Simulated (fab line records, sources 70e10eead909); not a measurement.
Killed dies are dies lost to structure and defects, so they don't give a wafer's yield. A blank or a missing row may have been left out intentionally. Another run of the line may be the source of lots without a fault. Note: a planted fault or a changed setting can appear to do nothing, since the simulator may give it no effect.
A lot that was struck, set against a sound lot + flow nand harc + 14 out of 1159 route steps
Sound: these wafers, L156.1, L156.2, L156.3. Struck: wafer L158.6 (left out: L158.2, a lot-mate that was not struck); the cause follows at the end.
At each step with rows: each side's tool, then ch and its chambers, then its first start. Under that, the readings that differ: sound wafers + struck wafers + difference of the means + sigmas: that difference in standard deviations of wafers without a fault.
alike: readings whose means differ by less than 2 such deviations, and words and numbers that are the same on both sides. not compared: withheld readings, readings that some wafer has no value for, bounds like >300 that may hide the same value, and numbers for which the record gives no deviation and whose values overlap.
The two part at a step that has a row with sigmas, a row that says differs or no value, or rows on one side only. When numbers do not overlap yet have no deviation, they are printed without sigmas and do not part them. A reading missing from all wafers of one side parts the sides only when that side holds two or more wafers.

first, 6 steps without rows for these wafers: NHARC_P_CONTACT_COAT_06 (resist thk 90 nm); NHARC_P_CONTACT_SOFTBAKE_07 (time 55 s); NHARC_P_CONTACT_EBR_08; NHARC_P_CONTACT_EXPOSE_09 (exposes mask P CA, target cd 90 nm); NHARC_P_CONTACT_PEB_10 (peb time 65 s); NHARC_P_CONTACT_DEVELOP_11 (develop time 35 s).
NHARC_P_CONTACT_CD_MEAS_12: target cd 90 nm.
  sound on cd sem-02 ch 0, day 6 19:53; struck on cd sem-01 ch 0, day 7 06:13
  alike: cd nm
NHARC_P_CONTACT_OVL_MEAS_13:
  sound on overlay-01 at day 6 19:59; struck on overlay-02 at day 7 06:19
  alike: overlay x nm, overlay y nm
NHARC_P_CONTACT_INSPECT_14:
  sound on defect inspect-02 at day 6 20:01; struck on defect inspect-01 at day 7 06:20
  alike: raw defect count
NHARC_P_CONTACT_DESCUM_17: chemistry O2, time 3 s.
  sound on rie diel-09 ch 0,1,3, day 6 20:05; struck on rie diel-09 ch 0, day 7 06:25
  alike: drypump motor current A, oes product au, rf vpp V, showerhead plenum p Torr, throttle valve pct
  not compared: rf hours counter h
NHARC_P_CONTACT_ETCH_35: etches the open film in CF4, target depth 39 nm, time 65 s.
  sound on rie diel-09 ch 0,1,3, day 6 20:10; struck on rie diel-09 ch 0, day 7 06:31
  alike: drypump motor current A, oes product au, rf vpp V, run length s, showerhead plenum p Torr, throttle valve pct
  not compared: rf hours counter h
NHARC_P_CONTACT_ETCH_36: etches the open film in N2/H2, target depth 260 nm, time 406.25 s.
  sound: rie diel-09 ch 1,2,3; struck: rie diel-09 ch 0
  alike: drypump motor current A, oes product au, rf vpp V, run length s, showerhead plenum p Torr, throttle valve pct
  not compared: rf hours counter h
NHARC_P_CONTACT_ETCH_18: etches the open film in C4F8/O2/Ar, target depth 481 nm, time 240.5 s.
  sound on rie diel-09 ch 0,2,3, day 6 20:34; struck on rie diel-09 ch 3, day 7 07:01
| reading          | sound             | struck | difference | sigmas      |
|------------------|-------------------|--------|------------|-------------|
| run length s (s) | 261.7 262.0 261.0 | 200.9  | -60.7      | -99 or more |
  alike: oes product au, rf vpp V
  not compared: rf hours counter h
then, 1 step without rows for these wafers: NHARC_P_CONTACT_STRIP_37 (strips in C4F8/O2/Ar).

== WHERE THEY PART ==
Only at NHARC_P_CONTACT_ETCH_18, as far as this record shows.

WHY: the cause the simulator had injected
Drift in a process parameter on rie diel-09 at NHARC_P_CONTACT_ETCH_18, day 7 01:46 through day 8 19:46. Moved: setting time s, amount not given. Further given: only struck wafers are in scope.
